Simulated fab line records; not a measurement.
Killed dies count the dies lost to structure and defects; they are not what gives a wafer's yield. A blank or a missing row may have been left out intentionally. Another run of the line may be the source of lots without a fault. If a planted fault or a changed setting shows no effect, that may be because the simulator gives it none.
Chamber matching    flow n5Finfet    rieDiel-05 running N5_BEOL_M2_DESCUM_16: 4 sister chambers
The step chemistry O2, time 7 s. 8 wafers are shown with their chamber, then 7 later ones without.

== WAFERS PAIRED WITH THEIR CHAMBERS ==
wafer   chamber  showerheadPlenumPTorr (Torr)  drypumpMotorCurrentA (A)
L077.2  1        2.15                          6.2
L080.2  0        2.02                          5.6
L081.4  3        2.20                          5.5
L086.4  2        2.09                          6.6
L086.5  1        2.15                          6.3
L086.6  2        2.09                          6.6
L087.3  0        2.02                          5.6
L087.4  3        2.19                          5.6

== WAFERS WHOSE CHAMBER IS MISSING ==
wafer   showerheadPlenumPTorr (Torr)  drypumpMotorCurrentA (A)
L087.6  2.02                          5.6
L089.1  2.09                          6.6
L089.2  2.02                          5.6
L089.4  2.19                          5.5
L092.3  2.01                          5.6
L092.5  2.08                          6.6
L092.6  2.19                          5.5

== WHICH CHAMBER EACH WENT THROUGH ==
wafer   from the rows above  in truth
L087.6  0                    0
L089.1  2                    2
L089.2  0                    0
L089.4  3                    3
L092.3  0                    0
L092.5  2                    2
L092.6  3                    3
Correctly placed: 7 of 7. Can't be placed from these rows: 0. Placed wrongly: 0.
How it was worked out, from the rows above alone: a wafer's distance from a chamber is the root of the sum, over the readings, of the square of ((its reading less the chamber's mean) divided by the reading's scatter). If the next closest chamber is less than 2 further off than the closest, the wafer can't be placed; otherwise it belongs to the closest. Each chamber's mean is taken over the wafers shown for it. The scatter: take each reading less its chamber's mean, square it, sum over the shown wafers, divide by the number of wafers less the number of chambers, and take the root.
